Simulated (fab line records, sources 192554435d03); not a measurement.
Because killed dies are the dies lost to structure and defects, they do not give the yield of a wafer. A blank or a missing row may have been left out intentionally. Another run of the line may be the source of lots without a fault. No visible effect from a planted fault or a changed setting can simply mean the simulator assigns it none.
Matching of chambers    flow n5 finfet    N5_MOL_CONTACT_COAG_ETCH_59 on rie diel-01 has 4 sister chambers
The step etches underlayer in N2/H2, target depth 13 nm, time 10.4 s. 4 wafers are shown with their chamber, then 9 later ones without.

== WAFERS, EACH WITH ITS CHAMBER ==
wafer   chamber  throttle valve pct (%)
L080.2  3        17.77
L080.3  0        17.96
L080.5  2        17.95
L080.6  1        18.37

== WAFERS WITHOUT THEIR CHAMBER ==
wafer   throttle valve pct (%)
L081.1  18.37
L081.4  17.95
L081.5  18.37
L089.2  17.82
L089.5  17.98
L089.6  18.38
L090.1  17.99
L090.3  17.98
L090.4  18.39

== WHICH CHAMBER EACH ONE RAN IN ==
wafer   from the rows above      in truth
L081.1  1                        1
L081.4  can't be placed: 2 or 0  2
L081.5  1                        1
L089.2  3                        3
L089.5  can't be placed: 0 or 2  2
L089.6  1                        1
L090.1  can't be placed: 0 or 2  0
L090.3  can't be placed: 0 or 2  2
L090.4  1                        1
Placed correctly: 5 of 9. These rows do not allow placing 4 (true chamber among the candidates in 4). Number placed wrongly: 0.
How it was worked out, from the rows above alone: a wafer's distance from a chamber is the root of the sum, over the readings, of the square of ((its reading less the chamber's mean) divided by the reading's scatter). The wafer belongs to the nearest chamber; if the next one is less than 2 further off, it can't be placed. A chamber's mean is the mean of its shown wafers. The scatter: root of mean squared gap, hidden wafer to nearest shown wafer, with one shown wafer a chamber.
